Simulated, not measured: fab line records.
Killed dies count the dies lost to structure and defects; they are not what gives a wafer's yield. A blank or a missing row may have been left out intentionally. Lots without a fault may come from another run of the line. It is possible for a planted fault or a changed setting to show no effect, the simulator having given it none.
Split-lot experiment / flow n5 finfet / 21 wafers read from 7 lots, route of 1938 steps

== SPLIT DETAILS ==
At N5_FIN_SAQP_SPACER1_ALD_24 (deposits SiO2, target thk 20.3 nm, pulse time 1 s, purge time 2 s), the setting ald cycles was moved away from the recipe's 218 on 6 of the 21 wafers read, by -12.8% to +10.6%. All remaining wafers had this setting at the recipe value.

== FROM THE SPLIT TO THE READING: what the file shows between them, 2 steps ==
- N5_FIN_SAQP_SPACER1_ETCHBACK_25: etches SiO2 in CHF3/O2, target depth 24.4 nm, time 12.2 s
- N5_FIN_SAQP_MANDREL1_REMOVE_56: chemistry HBr/Cl2/O2, target a-Si, stops on SiNx, bt time 10 s

== THE READING ==
At N5_FIN_SAQP_CD_MEAS_27: cd nm in nanometres, against a target cd of 20 nm. Fault-free wafers of this fab line usually give 20.31 nm, standard deviation 0.25 nm.

wafer=L075.1; tool, chamber at the split=ald sin-02, 1,3,2; ald cycles as run=218; against the recipe=recipe; cd nm, nm=20.62; against lot-mates on the recipe=-
wafer=L075.3; tool, chamber at the split=ald sin-02, 1,3,2; ald cycles as run=218; against the recipe=recipe; cd nm, nm=20.21; against lot-mates on the recipe=-
wafer=L075.4; tool, chamber at the split=ald sin-02, 1,3,2; ald cycles as run=218; against the recipe=recipe; cd nm, nm=20.47; against lot-mates on the recipe=-
wafer=L079.1; tool, chamber at the split=ald sin-04, 3,2; ald cycles as run=218; against the recipe=recipe; cd nm, nm=20.32; against lot-mates on the recipe=-
wafer=L079.2; tool, chamber at the split=ald sin-04, 3,2; ald cycles as run=218; against the recipe=recipe; cd nm, nm=20.24; against lot-mates on the recipe=-
wafer=L079.5; tool, chamber at the split=ald sin-04, 2; ald cycles as run=218; against the recipe=recipe; cd nm, nm=20.40; against lot-mates on the recipe=-
wafer=L082.1; tool, chamber at the split=ald sin-04, 2; ald cycles as run=205; against the recipe=-6.0%; cd nm, nm=19.00; against lot-mates on the recipe=-1.28
wafer=L082.3; tool, chamber at the split=ald sin-04, 3; ald cycles as run=218; against the recipe=recipe; cd nm, nm=20.28; against lot-mates on the recipe=-
wafer=L082.5; tool, chamber at the split=ald sin-04, 2; ald cycles as run=205; against the recipe=-6.0%; cd nm, nm=19.44; against lot-mates on the recipe=-0.84
wafer=L083.1; tool, chamber at the split=ald sin-04, 2; ald cycles as run=218; against the recipe=recipe; cd nm, nm=20.51; against lot-mates on the recipe=-
wafer=L083.2; tool, chamber at the split=ald sin-04, 1; ald cycles as run=218; against the recipe=recipe; cd nm, nm=20.29; against lot-mates on the recipe=-
wafer=L083.4; tool, chamber at the split=ald sin-04, 0; ald cycles as run=241; against the recipe=+10.6%; cd nm, nm=22.68; against lot-mates on the recipe=+2.28
wafer=L087.1; tool, chamber at the split=ald sin-02, 0; ald cycles as run=209; against the recipe=-4.1%; cd nm, nm=19.46; against lot-mates on the recipe=-1.11
wafer=L087.4; tool, chamber at the split=ald sin-02, 3; ald cycles as run=218; against the recipe=recipe; cd nm, nm=20.57; against lot-mates on the recipe=-
wafer=L087.6; tool, chamber at the split=ald sin-02, 2; ald cycles as run=209; against the recipe=-4.1%; cd nm, nm=19.54; against lot-mates on the recipe=-1.03
wafer=L096.1; tool, chamber at the split=ald sin-02, 2,3; ald cycles as run=218; against the recipe=recipe; cd nm, nm=20.79; against lot-mates on the recipe=-
wafer=L096.5; tool, chamber at the split=ald sin-02, 2; ald cycles as run=190; against the recipe=-12.8%; cd nm, nm=17.53; against lot-mates on the recipe=-2.81
wafer=L096.6; tool, chamber at the split=ald sin-02, 2,3; ald cycles as run=218; against the recipe=recipe; cd nm, nm=19.89; against lot-mates on the recipe=-
wafer=L097.1; tool, chamber at the split=ald sin-04, 0; ald cycles as run=218; against the recipe=recipe; cd nm, nm=20.35; against lot-mates on the recipe=-
wafer=L097.5; tool, chamber at the split=ald sin-04, 1,2; ald cycles as run=218; against the recipe=recipe; cd nm, nm=20.24; against lot-mates on the recipe=-
wafer=L097.6; tool, chamber at the split=ald sin-04, 1,2; ald cycles as run=218; against the recipe=recipe; cd nm, nm=20.46; against lot-mates on the recipe=-
Where a row lists several chambers, the file gives one row for several wafers and doesn't say which wafer went through which chamber.

FIT RESULTS
A straight line over all 21 wafers: cd nm changes by +0.215 nm for each +1% of ald cycles; r = +0.98; the points scatter about the line by 0.2 nm.
The same after taking each lot's own level away (the mean of its wafers on the recipe; 21 wafers): +0.214 nm for each +1%; r = +0.98; scatter 0.21 nm.
Per that fit: largest ald cycles move, reading shift of 2.7 nm.
Measured against the standard deviation above, the lots' own levels, which go from 20.280 to 20.570 nm, span 1.2 times it.
Hence the lot-to-lot level has little effect on the slope; both slopes agree.
Check: with one of the wafers moved furthest among these (-12.8%) left out of the fit, the line predicts -2.7 nm for it against its lot-mates. Against them it came out at -2.81 nm.

== THE OTHER SPLITS THESE WAFERS WENT THROUGH ==
Other splits were also applied to these wafers ahead of the reading. Each is held against what the fit with the lots' levels taken away leaves over:
other split on the same wafers=N5_WELL_APT_PEB_23 peb time s; wafers away from the commonest value=7; r with cd nm (lot level and that fit taken away)=-0.05
other split on the same wafers=N5_WELL_APT_DESCUM_30 time s; wafers away from the commonest value=6; r with cd nm (lot level and that fit taken away)=-0.08
other split on the same wafers=N5_FIN_SAQP_PEB_14 peb time s; wafers away from the commonest value=5; r with cd nm (lot level and that fit taken away)=-0.38

== THE WHOLE CHAIN: every reading that the file lists as answering this split, in the file's order ==
step=N5_FIN_SAQP_SPACER1_ALD_24; what it does=deposits SiO2, target thk 20.3 nm, pulse time 1 s, purge time 2 s; reading=SiO2_of_FIN_SAQP_SPACER1_ALD_24.thk nm (the simulator's own value, which no gauge read); change (the file's fit)=+0.205 nm for each +1% of the setting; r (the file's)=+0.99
step=N5_FIN_SAQP_MANDREL1_REMOVE_56; what it does=chemistry HBr/Cl2/O2, target a-Si, stops on SiNx, bt time 10 s; reading=FIN_SAQP.cd nm (the simulator's own value, which no gauge read); change (the file's fit)=+0.211 nm for each +1% of the setting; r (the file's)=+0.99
step=N5_FIN_SAQP_CD_MEAS_27; what it does=target cd 20 nm; reading=cd nm; change (the file's fit)=+0.216 nm for each +1% of the setting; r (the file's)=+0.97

== THE FILE'S OWN FIT ==
cd nm changes by +0.216 nm for each +1% of ald cycles, r = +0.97.
